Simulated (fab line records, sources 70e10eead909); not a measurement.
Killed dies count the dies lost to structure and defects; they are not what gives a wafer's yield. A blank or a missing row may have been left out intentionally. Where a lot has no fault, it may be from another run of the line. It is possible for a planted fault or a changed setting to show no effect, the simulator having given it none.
Which of the tools did it? ; flow nand_harc ; 18 wafers from 6 lots sampled at 3 of the route's 1302 steps

## WHAT THE GAUGES READ, wafer by wafer
NHARC_HYBRID_BOND_OVL_MEAS_05.
lot;measured;on;overlay_x_nm (nm)
L578;day 24 08:56;overlay-01;7 36 -47
L579;day 24 16:34;overlay-01;-4 -2 13
L583;day 26 11:40;overlay-01;34 0 22
L585;day 26 20:19;overlay-02;3 -1 25
L589;day 28 20:37;overlay-01;7 53
L597;day 32 09:20;overlay-02;-15 -5 9

## WHAT TOOL EACH LOT RAN ON (gives the tool, then ch and the chambers of the sampled wafers, and finally the start)
lot;NHARC_A_CONTACT_DEP_29;NHARC_A_BONDPAD_ANNEAL_28
L578;pecvd-04 ch 0,2, day 21 22:40;rtp_anneal-02 ch 0, day 23 22:49
L579;pecvd-02 ch 0,1, day 22 11:25;rtp_anneal-02 ch 0, day 24 06:17
L583;pecvd-01 ch 0,2, day 24 00:59;rtp_anneal-02 ch 0, day 26 00:53
L585;pecvd-01 ch 0,1,2, day 24 12:47;rtp_anneal-02 ch 0, day 26 11:11
L589;pecvd-04 ch 0,1,2, day 26 13:06;rtp_anneal-01 ch 0, day 28 10:07
L597;pecvd-01 ch 0,2, day 30 02:42;rtp_anneal-02 ch 0, day 31 20:31
- NHARC_A_CONTACT_DEP_29: deposits SiON, target thk 100 nm.
- NHARC_A_BONDPAD_ANNEAL_28: time 90 s.

## THE ANSWER, worked out from the rows above alone
Rule: the usual values come from the lots themselves. Put in order of their means at a reading, lots are off if they are a third of the lots or fewer, leave a main group of 4 or more, and stand apart from it by a gap of 3 or more times the standard deviation of the main group's means; of several such gaps the widest counts. The tables above print the reading to a certain number of digits; a main group whose means all agree to those digits is not used. A lot without any number at a reading at which 4 lots or more have one is off too. Any other lot the step has rows for is counted as sound.
No lot is off on any of the readings shown, so nothing can be concluded from this.

## WHAT THE SIMULATOR PUT IN
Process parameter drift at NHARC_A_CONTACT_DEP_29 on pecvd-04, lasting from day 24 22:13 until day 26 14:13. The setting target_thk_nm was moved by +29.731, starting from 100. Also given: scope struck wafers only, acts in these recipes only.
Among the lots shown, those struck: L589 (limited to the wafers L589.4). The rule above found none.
